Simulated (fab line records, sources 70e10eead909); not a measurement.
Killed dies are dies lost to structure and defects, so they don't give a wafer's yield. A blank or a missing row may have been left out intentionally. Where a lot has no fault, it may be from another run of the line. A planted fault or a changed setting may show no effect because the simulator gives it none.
fab line records + flow nand_harc
record:
- lots: 6
- wafers: 18
- last_day: 32
route steps=1302 shown A_ONON_D2@546 END@1302
lots that met no fault: from a run of the same line without faults
start_h: hours from the record's opening day to when the first of the lot's shown wafers began + wait_h: time in hours since the lot's previous step + " identical to the entry in the row above + L1.1+2: a row that stands for several wafers + - either no value or no given start + * or withheld: withheld + < > ~ a bound
route shown NAME@n: NAME is a module with steps in the file, n the number in the route of the first one + usual: the fault-free wafers' mean and standard deviation + same: alike in all rows + chamber/n: place in a boat + sites: readings site by site + _std_site: the values' standard deviation + _edge_site: mean of outer sites minus mean of inner sites + radius_mm: for every site, how far away it sits from the centre of the wafer + mask NAME#n: copy n + behind: the tool/chamber that last shaped the wafer + hold: the reason the lot was held/the length of the hold in hours/how it ended + device: names the non-switching transistor (n, p or np) + end of line: the same wafers' tests at the end of the route + for a step that has no rows: nothing shown but its recipe + killed: not the wafer's yield, but the dies lost to structure and defects at the first sort + map: the dies of a wafer, with x for killed, . for not killed, _ for no die there
set.NAME: the setting that was run; set.NAME@STEP: the one run at that earlier step + model.NAME: the simulator's own value behind a step, which no gauge read
lots at some steps of the route; a table a step, a row a wafer
services: the hour from which a tool's chamber was out of use, counted from the record's first day as start_h (under 0 if before that day), plus the number of hours and why
== steps ==
step: NHARC_A_ONON_D2_THK_MEAS_02
recipe:
- thk_meas_gauge: ellipsometry
usual:
- thk_nm: 998/9.1
| lot.wafer | tool          | chamber | start_h | wait_h | thk_nm |
|-----------|---------------|---------|---------|--------|--------|
| L217.3    | film_metro-02 | -       | 312.86  | -      | 1009   |
| L217.4    | "             | -       | "       | "      | 1010   |
| L217.5    | "             | -       | "       | "      | 1010   |
| L222.1    | film_metro-01 | -       | 362.34  | -      | 1001   |
| L222.2    | "             | -       | "       | "      | 1003   |
| L222.5    | "             | -       | "       | "      | 1001   |
| L224.1    | film_metro-01 | -       | 386.21  | -      | 990    |
| L224.4    | "             | -       | "       | "      | 989    |
| L224.5    | "             | -       | "       | "      | 989    |
| L227.1    | film_metro-01 | -       | 420.90  | -      | 1003   |
| L227.3    | "             | -       | "       | "      | 1002   |
| L227.4    | "             | -       | "       | "      | 1002   |
| L231.1    | film_metro-02 | -       | 454.04  | -      | 1004   |
| L231.3    | "             | -       | "       | "      | 1000   |
| L231.5    | "             | -       | "       | "      | 1001   |
| L234.3    | film_metro-01 | -       | 481.87  | -      | 983    |
| L234.4    | "             | -       | "       | "      | 986    |
| L234.5    | "             | -       | "       | "      | 984    |
step: NHARC_A_ONON_D2_DEP_03
recipe:
- target_thk_a: 10000
- n2_flow_sccm: 2750
- n2o_flow_sccm: 2000
- nh3_flow_sccm: 500
- sih4_flow_sccm: 210
- temp_c: 400
step: NHARC_A_ONON_D2_THK_MEAS_05
recipe:
- thk_meas_gauge: ellipsometry
usual:
- thk_nm: 1003/11
| lot.wafer | tool          | chamber | start_h | wait_h | thk_nm |
|-----------|---------------|---------|---------|--------|--------|
| L217.3    | film_metro-02 | -       | 313.42  | -      | 990    |
| L217.4    | "             | -       | "       | "      | 989    |
| L217.5    | "             | -       | "       | "      | 990    |
| L222.1    | film_metro-01 | -       | 362.91  | -      | 1007   |
| L222.2    | "             | -       | "       | "      | 1005   |
| L222.5    | "             | -       | "       | "      | 1005   |
| L224.1    | film_metro-01 | -       | 386.79  | -      | 1003   |
| L224.4    | "             | -       | "       | "      | 1005   |
| L224.5    | "             | -       | "       | "      | 1005   |
| L227.1    | film_metro-02 | -       | 421.46  | -      | 1002   |
| L227.3    | "             | -       | "       | "      | 1003   |
| L227.4    | "             | -       | "       | "      | 1002   |
| L231.1    | film_metro-02 | -       | 454.61  | -      | 974    |
| L231.3    | "             | -       | "       | "      | 974    |
| L231.5    | "             | -       | "       | "      | 977    |
| L234.3    | film_metro-01 | -       | 482.44  | -      | 1009   |
| L234.4    | "             | -       | "       | "      | 1009   |
| L234.5    | "             | -       | "       | "      | 1011   |
step: NHARC_A_ONON_D2_DEP_06
recipe:
- target_thk_a: 10000
- n2_flow_sccm: 2750
- n2o_flow_sccm: 2000
- nh3_flow_sccm: 500
- sih4_flow_sccm: 210
- temp_c: 400
step: NHARC_A_ONON_D2_THK_MEAS_08
recipe:
- thk_meas_gauge: ellipsometry
usual:
- thk_nm: 999/11
| lot.wafer | tool          | chamber | start_h | wait_h | thk_nm |
|-----------|---------------|---------|---------|--------|--------|
| L217.3    | film_metro-01 | -       | 314.02  | -      | 1005   |
| L217.4    | "             | -       | "       | "      | 1005   |
| L217.5    | "             | -       | "       | "      | 1006   |
| L222.1    | film_metro-02 | -       | 363.47  | -      | 1005   |
| L222.2    | "             | -       | "       | "      | 1005   |
| L222.5    | "             | -       | "       | "      | 1008   |
| L224.1    | film_metro-01 | -       | 387.36  | -      | 982    |
| L224.4    | "             | -       | "       | "      | 980    |
| L224.5    | "             | -       | "       | "      | 982    |
| L227.1    | film_metro-02 | -       | 422.03  | -      | 1025   |
| L227.3    | "             | -       | "       | "      | 1024   |
| L227.4    | "             | -       | "       | "      | 1024   |
| L231.1    | film_metro-02 | -       | 455.17  | -      | 1004   |
| L231.3    | "             | -       | "       | "      | 1003   |
| L231.5    | "             | -       | "       | "      | 1005   |
| L234.3    | film_metro-01 | -       | 483.01  | -      | 1000   |
| L234.4    | "             | -       | "       | "      | 998    |
| L234.5    | "             | -       | "       | "      | 999    |
step: NHARC_A_ONON_D2_DEP_09
recipe:
- target_thk_a: 10000
- n2_flow_sccm: 2750
- n2o_flow_sccm: 2000
- nh3_flow_sccm: 500
- sih4_flow_sccm: 210
- temp_c: 400
step: NHARC_A_ONON_D2_THK_MEAS_11
recipe:
- thk_meas_gauge: ellipsometry
usual:
- thk_nm: 998/9.8
| lot.wafer | tool          | chamber | start_h | wait_h | thk_nm |
|-----------|---------------|---------|---------|--------|--------|
| L217.3    | film_metro-02 | -       | 314.59  | -      | 985    |
| L217.4    | "             | -       | "       | "      | 984    |
| L217.5    | "             | -       | "       | "      | 986    |
| L222.1    | film_metro-01 | -       | 364.04  | -      | 993    |
| L222.2    | "             | -       | "       | "      | 992    |
| L222.5    | "             | -       | "       | "      | 993    |
| L224.1    | film_metro-01 | -       | 387.92  | -      | 1027   |
| L224.4    | "             | -       | "       | "      | 1027   |
| L224.5    | "             | -       | "       | "      | 1025   |
| L227.1    | film_metro-02 | -       | 422.59  | -      | 989    |
| L227.3    | "             | -       | "       | "      | 987    |
| L227.4    | "             | -       | "       | "      | 986    |
| L231.1    | film_metro-01 | -       | 455.77  | -      | 986    |
| L231.3    | "             | -       | "       | "      | 990    |
| L231.5    | "             | -       | "       | "      | 989    |
| L234.3    | film_metro-01 | -       | 483.58  | -      | 996    |
| L234.4    | "             | -       | "       | "      | 994    |
| L234.5    | "             | -       | "       | "      | 996    |
step: NHARC_A_ONON_D2_DEP_12
recipe:
- target_thk_a: 10000
- n2_flow_sccm: 2750
- n2o_flow_sccm: 2000
- nh3_flow_sccm: 500
- sih4_flow_sccm: 210
- temp_c: 400
step: NHARC_A_ONON_D2_THK_MEAS_14
recipe:
- thk_meas_gauge: ellipsometry
usual:
- thk_nm: 1004/11
| lot.wafer | tool          | chamber | start_h | wait_h | thk_nm |
|-----------|---------------|---------|---------|--------|--------|
| L217.3    | film_metro-02 | -       | 315.16  | -      | 1004   |
| L217.4    | "             | -       | "       | "      | 1003   |
| L217.5    | "             | -       | "       | "      | 1003   |
| L222.1    | film_metro-01 | -       | 364.60  | -      | 1003   |
| L222.2    | "             | -       | "       | "      | 1003   |
| L222.5    | "             | -       | "       | "      | 1004   |
| L224.1    | film_metro-02 | -       | 388.49  | -      | 994    |
| L224.4    | "             | -       | "       | "      | 993    |
| L224.5    | "             | -       | "       | "      | 992    |
| L227.1    | film_metro-02 | -       | 423.16  | -      | 1011   |
| L227.3    | "             | -       | "       | "      | 1010   |
| L227.4    | "             | -       | "       | "      | 1011   |
| L231.1    | film_metro-01 | -       | 456.36  | -      | 1021   |
| L231.3    | "             | -       | "       | "      | 1023   |
| L231.5    | "             | -       | "       | "      | 1022   |
| L234.3    | film_metro-01 | -       | 484.14  | -      | 1003   |
| L234.4    | "             | -       | "       | "      | 1002   |
| L234.5    | "             | -       | "       | "      | 1002   |
step: NHARC_A_ONON_D2_ANNEAL_15
recipe:
- temp_c: 750
- time_s: 3600
step: NHARC_A_ONON_D2_DEP_16
recipe:
- target_thk_a: 10000
- n2_flow_sccm: 2750
- n2o_flow_sccm: 2000
- nh3_flow_sccm: 500
- sih4_flow_sccm: 210
- temp_c: 400
step: NHARC_A_ONON_D2_THK_MEAS_18
recipe:
- thk_meas_gauge: ellipsometry
usual:
- thk_nm: 999/11
| lot.wafer | tool          | chamber | start_h | wait_h | thk_nm |
|-----------|---------------|---------|---------|--------|--------|
| L217.3    | film_metro-02 | -       | 324.29  | -      | 996    |
| L217.4    | "             | -       | "       | "      | 994    |
| L217.5    | "             | -       | "       | "      | 995    |
| L222.1    | film_metro-01 | -       | 377.55  | -      | 995    |
| L222.2    | "             | -       | "       | "      | 997    |
| L222.5    | "             | -       | "       | "      | 999    |
| L224.1    | film_metro-01 | -       | 396.23  | -      | 993    |
| L224.4    | "             | -       | "       | "      | 993    |
| L224.5    | "             | -       | "       | "      | 992    |
| L227.1    | film_metro-01 | -       | 430.86  | -      | 990    |
| L227.3    | "             | -       | "       | "      | 991    |
| L227.4    | "             | -       | "       | "      | 989    |
| L231.1    | film_metro-01 | -       | 464.35  | -      | 992    |
| L231.3    | "             | -       | "       | "      | 991    |
| L231.5    | "             | -       | "       | "      | 992    |
| L234.3    | film_metro-01 | -       | 491.50  | -      | 1000   |
| L234.4    | "             | -       | "       | "      | 1000   |
| L234.5    | "             | -       | "       | "      | 1001   |
step: NHARC_A_ONON_D2_DEP_19
recipe:
- target_thk_a: 10000
- n2_flow_sccm: 2750
- n2o_flow_sccm: 2000
- nh3_flow_sccm: 500
- sih4_flow_sccm: 210
- temp_c: 400
| lot.wafer  | tool          | chamber | start_h | wait_h |
|------------|---------------|---------|---------|--------|
| L217.3+4+5 | pecvd_onon-04 | 0       | 324.46  | 0.2    |
| L222.1+2+5 | pecvd_onon-03 | 0       | 377.61  | 0.1    |
| L224.1+4+5 | pecvd_onon-03 | 0       | 396.28  | 0.1    |
| L227.1+3+4 | pecvd_onon-01 | 0       | 430.92  | 0.1    |
| L231.1+3+5 | pecvd_onon-03 | 0       | 464.41  | 0.1    |
| L234.3+4+5 | pecvd_onon-04 | 0       | 491.68  | 0.2    |
step: NHARC_A_ONON_D2_THK_MEAS_21
recipe:
- thk_meas_gauge: ellipsometry
usual:
- thk_nm: 1000/12
| lot.wafer | tool          | chamber | start_h | wait_h | thk_nm |
|-----------|---------------|---------|---------|--------|--------|
| L217.3    | film_metro-01 | -       | 324.86  | -      | 985    |
| L217.4    | "             | -       | "       | "      | 984    |
| L217.5    | "             | -       | "       | "      | 983    |
| L222.1    | film_metro-01 | -       | 378.13  | -      | 1664   |
| L222.2    | "             | -       | "       | "      | 1662   |
| L222.5    | "             | -       | "       | "      | 1663   |
| L224.1    | film_metro-01 | -       | 396.80  | -      | 1672   |
| L224.4    | "             | -       | "       | "      | 1674   |
| L224.5    | "             | -       | "       | "      | 1671   |
| L227.1    | film_metro-02 | -       | 431.42  | -      | 1010   |
| L227.3    | "             | -       | "       | "      | 1011   |
| L227.4    | "             | -       | "       | "      | 1010   |
| L231.1    | film_metro-01 | -       | 464.92  | -      | 1002   |
| L231.3    | "             | -       | "       | "      | 1005   |
| L231.5    | "             | -       | "       | "      | 1003   |
| L234.3    | film_metro-02 | -       | 492.07  | -      | 995    |
| L234.4    | "             | -       | "       | "      | 995    |
| L234.5    | "             | -       | "       | "      | 997    |
step: NHARC_A_ONON_D2_DEP_22
recipe:
- target_thk_a: 10000
- n2_flow_sccm: 2750
- n2o_flow_sccm: 2000
- nh3_flow_sccm: 500
- sih4_flow_sccm: 210
- temp_c: 400
step: NHARC_END_SORT_01
recipe:
- temp_c: 25
usual:
- killed_at_array: 56/19
- killed_at_other: 0.6/1
- killed_at_periphery: 3.9/2.7
- killed_dies: 61/19
- killed_open: 3.3/1.9
- killed_short: 2.4/1.7
same:
- gross_dies: 677
| lot.wafer | tool      | chamber | start_h | wait_h | killed_at_array | killed_at_other | killed_at_periphery | killed_dies | killed_open | killed_short |
|-----------|-----------|---------|---------|--------|-----------------|-----------------|---------------------|-------------|-------------|--------------|
| L222.1    | prober-01 | 0       | 653.02  | 2.5    | 676             | 0               | 1                   | 677         | 1           | 4            |
| L222.2    | prober-01 | 0       | 653.83  | 2.8    | 672             | 1               | 4                   | 677         | 6           | 1            |
| L222.5    | prober-01 | 0       | 656.26  | 3.7    | 672             | 0               | 5                   | 677         | 5           | 2            |
| L224.1    | prober-01 | 0       | 683.21  | 2.5    | 669             | 0               | 8                   | 677         | 3           | 0            |
| L224.4    | prober-01 | 0       | 685.59  | 3.4    | 670             | 1               | 6                   | 677         | 2           | 4            |
| L224.5    | prober-01 | 0       | 686.39  | 3.7    | 668             | 1               | 8                   | 677         | 2           | 3            |
killed by level:class
L222.1 A_ONON_D2:area_dep=640 A_CHANNEL_HOLE_D2:chamber_film_flake=17 A_CHANNEL_HOLE_D1:chamber_film_flake=5 A_SLIT:chamber_film_flake=4 A_CHANNEL_FILL_D2:geometric_particle:short=3 A_CHANNEL_FILL_D2:chamber_film_flake=3 P_GATE:geometric_particle:open=1 A_WL_FILL:geometric_particle:short=1
L222.2 A_ONON_D2:area_dep=644 A_CHANNEL_HOLE_D2:chamber_film_flake=12 A_CHANNEL_FILL_D2:chamber_film_flake=4 A_CHANNEL_HOLE_D1:chamber_film_flake=3 A_SLIT:chamber_film_flake=3 A_WL_FILL:geometric_particle:open=2 P_GATE:geometric_particle:open=1 P_CONTACT:geometric_particle:open=1
L222.5 A_ONON_D2:area_dep=648 A_CHANNEL_HOLE_D2:chamber_film_flake=11 A_CHANNEL_HOLE_D1:chamber_film_flake=3 A_DECK1_JOINT:chamber_film_flake=3 A_CHANNEL_FILL_D2:chamber_film_flake=3 P_CONTACT:geometric_particle:open=2 A_M0:geometric_particle:open=2 P_M0:geometric_particle:open=1
L224.1 A_ONON_D2:area_dep=641 A_SLIT:chamber_film_flake=19 P_STI:chamber_film_flake=3 P_GATE:chamber_film_flake=3 A_CHANNEL_HOLE_D1:chamber_film_flake=3 A_STAIRCASE:chamber_film_flake=3 A_CONTACT:chamber_film_flake=2 P_CONTACT:geometric_particle:open=1
L224.4 A_ONON_D2:area_dep=628 A_SLIT:chamber_film_flake=31 A_CHANNEL_HOLE_D1:chamber_film_flake=5 P_M0:geometric_particle:open=2 A_ONON_D2:geometric_particle:short=2 P_STI:chamber_film_flake=2 A_CONTACT:geometric_particle:short=1 A_M0:geometric_particle:short=1
L224.5 A_ONON_D2:area_dep=620 A_SLIT:chamber_film_flake=35 A_CHANNEL_HOLE_D1:chamber_film_flake=8 P_STI:chamber_film_flake=4 P_GATE:chamber_film_flake=2 A_CHANNEL_FILL_D1:chamber_film_flake=2 P_M0:geometric_particle:open=1 P_M0:geometric_particle:short=1
map L222.1 (x killed, . not)
____________x____________
_________xxxxxxx_________
_______xxxxxxxxxxx_______
______xxxxxxxxxxxxx______
_____xxxxxxxxxxxxxxx_____
____xxxxxxxxxxxxxxxxx____
____xxxxxxxxxxxxxxxxx____
___xxxxxxxxxxxxxxxxxxx___
___xxxxxxxxxxxxxxxxxxx___
__xxxxxxxxxxxxxxxxxxxxx__
__xxxxxxxxxxxxxxxxxxxxx__
_xxxxxxxxxxxxxxxxxxxxxxx_
_xxxxxxxxxxxxxxxxxxxxxxx_
_xxxxxxxxxxxxxxxxxxxxxxx_
_xxxxxxxxxxxxxxxxxxxxxxx_
_xxxxxxxxxxxxxxxxxxxxxxx_
xxxxxxxxxxxxxxxxxxxxxxxxx
xxxxxxxxxxxxxxxxxxxxxxxxx
xxxxxxxxxxxxxxxxxxxxxxxxx
xxxxxxxxxxxxxxxxxxxxxxxxx
xxxxxxxxxxxxxxxxxxxxxxxxx
_xxxxxxxxxxxxxxxxxxxxxxx_
_xxxxxxxxxxxxxxxxxxxxxxx_
_xxxxxxxxxxxxxxxxxxxxxxx_
_xxxxxxxxxxxxxxxxxxxxxxx_
_xxxxxxxxxxxxxxxxxxxxxxx_
__xxxxxxxxxxxxxxxxxxxxx__
__xxxxxxxxxxxxxxxxxxxxx__
___xxxxxxxxxxxxxxxxxxx___
___xxxxxxxxxxxxxxxxxxx___
____xxxxxxxxxxxxxxxxx____
____xxxxxxxxxxxxxxxxx____
_____xxxxxxxxxxxxxxx_____
______xxxxxxxxxxxxx______
_______xxxxxxxxxxx_______
_________xxxxxxx_________
____________x____________
map L224.1 (x killed, . not)
____________x____________
_________xxxxxxx_________
_______xxxxxxxxxxx_______
______xxxxxxxxxxxxx______
_____xxxxxxxxxxxxxxx_____
____xxxxxxxxxxxxxxxxx____
____xxxxxxxxxxxxxxxxx____
___xxxxxxxxxxxxxxxxxxx___
___xxxxxxxxxxxxxxxxxxx___
__xxxxxxxxxxxxxxxxxxxxx__
__xxxxxxxxxxxxxxxxxxxxx__
_xxxxxxxxxxxxxxxxxxxxxxx_
_xxxxxxxxxxxxxxxxxxxxxxx_
_xxxxxxxxxxxxxxxxxxxxxxx_
_xxxxxxxxxxxxxxxxxxxxxxx_
_xxxxxxxxxxxxxxxxxxxxxxx_
xxxxxxxxxxxxxxxxxxxxxxxxx
xxxxxxxxxxxxxxxxxxxxxxxxx
xxxxxxxxxxxxxxxxxxxxxxxxx
xxxxxxxxxxxxxxxxxxxxxxxxx
xxxxxxxxxxxxxxxxxxxxxxxxx
_xxxxxxxxxxxxxxxxxxxxxxx_
_xxxxxxxxxxxxxxxxxxxxxxx_
_xxxxxxxxxxxxxxxxxxxxxxx_
_xxxxxxxxxxxxxxxxxxxxxxx_
_xxxxxxxxxxxxxxxxxxxxxxx_
__xxxxxxxxxxxxxxxxxxxxx__
__xxxxxxxxxxxxxxxxxxxxx__
___xxxxxxxxxxxxxxxxxxx___
___xxxxxxxxxxxxxxxxxxx___
____xxxxxxxxxxxxxxxxx____
____xxxxxxxxxxxxxxxxx____
_____xxxxxxxxxxxxxxx_____
______xxxxxxxxxxxxx______
_______xxxxxxxxxxx_______
_________xxxxxxx_________
____________x____________
== services ==
| tool          | chamber | start_h | hours | kind   |
|---------------|---------|---------|-------|--------|
| pecvd_onon-04 | -       | 311.00  | 13.0  | pm     |
| pecvd_onon-03 | -       | 344.37  | 14.3  | repair |
| pecvd_onon-03 | -       | 408.00  | 13.0  | pm     |
| pecvd_onon-01 | -       | 450.12  | 13.0  | pm     |
== key ==
first_sign:
- step: NHARC_A_ONON_D2_THK_MEAS_21
- reading: thk_nm
- direction: up
- sigmas: 57
- usual: 1000
- struck: 1668
effect:
- step: NHARC_END_SORT_01
- reading: killed_dies
- direction: up
- sigmas: 33
- usual: 61
- struck: 677
more_kills_born_at:
- NHARC_A_ONON_D2_DEP_19@pecvd_onon-03: 3821
met_at NHARC_A_ONON_D2_DEP_19
struck_wafers L222.1,L222.2,L222.5,L224.1,L224.4,L224.5
later_rows_left_out L222.1,L222.2,L222.5,L224.1,L224.4,L224.5
tester_left_out L222,L224
fault:
- kind: process_parameter_drift
- tool: pecvd_onon-03
- chamber: 0
- onset_h: 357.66
- steps: NHARC_A_ONON_D2_DEP_19
- channel: target_thk_a
- offset: *
- shape: step
- end_h: 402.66
- acts_in: *
- stated: *
tester_left_out: of these lots the tester's yield and bins aren't shown, on N5 and GAA mostly nor the transistor test; their killed dies are dies lost to structure and defects alone, not to doping, threshold or leakage, so they don't give the yield
later_rows_left_out: the simulator's readings of these wafers behind a module that went badly wrong aren't trusted and aren't shown, but for the sort
